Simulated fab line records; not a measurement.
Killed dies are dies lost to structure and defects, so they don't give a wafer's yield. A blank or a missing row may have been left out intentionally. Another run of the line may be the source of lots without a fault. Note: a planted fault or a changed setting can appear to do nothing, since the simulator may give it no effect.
Comparing a struck lot with a sound one :: flow n5 finfet :: 37 out of 1938 route steps
Sound: wafers L317.2, L317.3, L317.5. Struck: wafer L308.5 (left out: L308.6, a lot-mate that was not struck); the cause follows at the end.
At each step with rows: each side's tool, then ch and its chambers, then its first start. Under that, the readings that differ: sound wafers :: struck wafers :: difference of the means :: sigmas: that difference in standard deviations of wafers without a fault.
alike: a reading whose means differ by less than 2 such deviations, as well as words and numbers matching on both sides. not compared: withheld readings; readings where some wafer has no value; bounds like >300 that might hide an equal value; numbers whose values overlap and for which the record gives no deviation.
The two part at a step that has a row with sigmas, a row that says differs or no value, or rows on one side only. Non-overlapping numbers with no deviation appear without sigmas and do not part them. A reading that every wafer of one side lacks parts them only if that side has two wafers or more.

first, 8 steps without rows for these wafers: N5_BEOL_M1_ECD_50 (material Cu, target thk 300 nm); N5_BEOL_M1_ANNEAL_51 (time 90 s); N5_BEOL_M1_CMP_52 (polishes, stops on SiOC, t overpolish 6.8 s, target thk 40 nm); N5_BEOL_M1_PRE_CLEAN_60 (time 15 s); N5_BEOL_M1_CO_CAP_55 (material Co, precursor CCTBA/H2, target thk 2 nm, time 102.1 s); N5_BEOL_M1_PRE_CLEAN_56 (time 15 s); N5_BEOL_M1_DEP_57 (deposits SiCN from 3MS/NH3, target thk 8 nm, time 14 s); N5_BEOL_M2_ILD_DEP_00 (deposits SiOC from DEMS/O2, target thk 79 nm, time 15.3 s).
N5_BEOL_M2_PECVD_72: deposits SiO2 from TEOS/O2, target thk 16 nm, time 18 s.
  sound on pecvd-03 ch 0,1,2, day 11 06:34; struck on pecvd-01 ch 1, day 9 12:25
reading: heater power w (W)
sound: 900 737 920
struck: 645
difference: -207
sigmas: -2

reading: model.SiO2_of_BEOL_M2_PECVD_72.thk nm (nm)
sound: 15.8 15.8 15.6
struck: 13.6
difference: -2.1
sigmas: 
  alike: showerhead plenum p Torr, throttle valve pct
then, 25 steps without rows for these wafers: N5_BEOL_M2_HM_DEP_02 (deposits TiN, target thk 20 nm); N5_BEOL_M2_COAT_61 (time 60 s, resist thk 60 nm); N5_BEOL_M2_COAT_62 (time 60 s, resist thk 12 nm); N5_BEOL_M2_COAT_73 (time 60 s, resist thk 5 nm); N5_BEOL_M2_COAT_05 (resist thk 30 nm); N5_BEOL_M2_EBR_07; N5_BEOL_M2_SOFTBAKE_06 (time 60 s); N5_BEOL_M2_EXPOSE_08 (exposes mask M2); N5_BEOL_M2_PEB_09 (peb time 60 s); N5_BEOL_M2_DEVELOP_10 (develop time 30 s); N5_BEOL_M2_DESCUM_16 (chemistry O2, time 7 s); N5_BEOL_M2_ETCH_74 (etches underlayer in N2/H2, target depth 6.5 nm, time 5.2 s); N5_BEOL_M2_ETCH_63 (etches SiARC in CF4, target depth 15.6 nm, time 26 s); N5_BEOL_M2_ETCH_64 (etches SOC in N2/H2, target depth 75 nm, overetch 22.5 nm, time 121.9 s); N5_BEOL_M2_STRIP_65 (strips in N2/H2); N5_BEOL_M2_STRIP_75 (strips in N2/H2); N5_BEOL_M2_STRIP_66 (strips in CF4); N5_BEOL_M2_HM_OPEN_17 (chemistry Cl2/BCl3, target TiN, target depth 20 nm, overetch 6 nm); N5_BEOL_M2_STRIP_19 (strips in O2); N5_BEOL_M2_COAT_67 (time 60 s, resist thk 60 nm); N5_BEOL_M2_COAT_68 (time 60 s, resist thk 12 nm); N5_BEOL_M2_COAT_76 (time 60 s, resist thk 5 nm); N5_BEOL_M2_COAT_22 (resist thk 30 nm); N5_BEOL_M2_EBR_24; N5_BEOL_M2_SOFTBAKE_23 (time 60 s).
N5_BEOL_M2_HM_STRIP_39: strips TiN in peroxide tin strip, target depth 25 nm, time 158 s.
  sound on wet bench-02 ch 1,3,6, day 11 17:49; struck on wet bench-01 ch 4, day 9 16:20
reading: model.SiO2_of_BEOL_M2_PECVD_72.thk nm (nm)
sound: 15.6 15.6 15.4
struck: 13.4
difference: -2.1
sigmas: 
N5_BEOL_M2_CMP_52: polishes, stops on SiOC, t overpolish 6.8 s, target thk 40 nm.
  sound on cmp-04 ch 1,2, day 11 21:27; struck on cmp-04 ch 2, day 9 19:34
reading: barrier field endpoint s (s)
sound: 24.8 24.5 24.0
struck: 22.3
difference: -2.1
sigmas: -3
  alike: edge zone pressure frac, motor current A, slurry filter dp kPa
N5_BEOL_M4_RC_MEAS_101:
  sound on prober-01 ch 0, day 13 12:56; struck on prober-01 ch 0, day 10 20:45
  alike: DIBL_N, DIBL_P, IOFF_N, IOFF_P, ION_N, ION_P, SS_N, SS_P, VT_N, VT_P

## WHERE THEY PART
First at N5_BEOL_M2_PECVD_72; last, within this record, at N5_BEOL_M2_CMP_52. Later steps at which nothing parts them and some readings are alike: N5_BEOL_M4_RC_MEAS_101.

WHY: what had been put in by the simulator
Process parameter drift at N5_BEOL_M2_PECVD_72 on pecvd-01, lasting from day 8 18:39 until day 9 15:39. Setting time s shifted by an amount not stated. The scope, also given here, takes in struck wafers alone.
